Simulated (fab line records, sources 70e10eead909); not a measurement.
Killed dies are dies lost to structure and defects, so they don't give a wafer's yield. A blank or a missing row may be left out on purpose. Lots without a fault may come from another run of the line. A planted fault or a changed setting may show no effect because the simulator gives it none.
Chamber matching | flow nand_harc | NHARC_A_M0_PRE_CLEAN_31 on pecvd-04: 3 sister chambers
The step time 12 s. 6 wafers are shown with their chamber, then 11 later ones without.

WAFERS WITH THEIR CHAMBER
wafer  | chamber | heater_power_w (W)
L085.3 | 1       | 620
L089.4 | 2       | 643
L092.1 | 2       | 685
L092.4 | 0       | 590
L092.5 | 1       | 608
L094.1 | 0       | 674

WAFERS WITHOUT THEIR CHAMBER
wafer  | heater_power_w (W)
L094.2 | 643
L094.5 | 665
L094.3 | 667
L094.4 | 690
L094.6 | 617
L093.2 | 658
L093.4 | 732
L093.6 | 572
L097.1 | 694
L097.4 | 642
L097.5 | 637

WHICH CHAMBER EACH WENT THROUGH
wafer  | from the rows above          | in truth
L094.2 | can't be placed: 0 or 2 or 1 | 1
L094.5 | can't be placed: 2 or 0 or 1 | 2
L094.3 | can't be placed: 2 or 0 or 1 | 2
L094.4 | can't be placed: 2 or 0 or 1 | 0
L094.6 | can't be placed: 1 or 0 or 2 | 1
L093.2 | can't be placed: 2 or 0 or 1 | 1
L093.4 | can't be placed: 2 or 0 or 1 | 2
L093.6 | can't be placed: 1 or 0 or 2 | 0
L097.1 | can't be placed: 2 or 0 or 1 | 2
L097.4 | can't be placed: 0 or 2 or 1 | 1
L097.5 | can't be placed: 0 or 1 or 2 | 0
Placed correctly: 0 of 11. Can't be placed from these rows: 11 (the true chamber is among the candidates in 11). Placed wrongly: 0.
How it was worked out, from the rows above alone: a wafer's distance from a chamber is the root of the sum, over the readings, of the square of ((its reading less the chamber's mean) divided by the reading's scatter). The wafer belongs to the nearest chamber; if the next one is less than 2 further off, it can't be placed. A chamber's mean is the mean of its shown wafers. The scatter: the root of (the sum of the squares of (reading less its chamber's mean) over the shown wafers, divided by (wafers less chambers)).
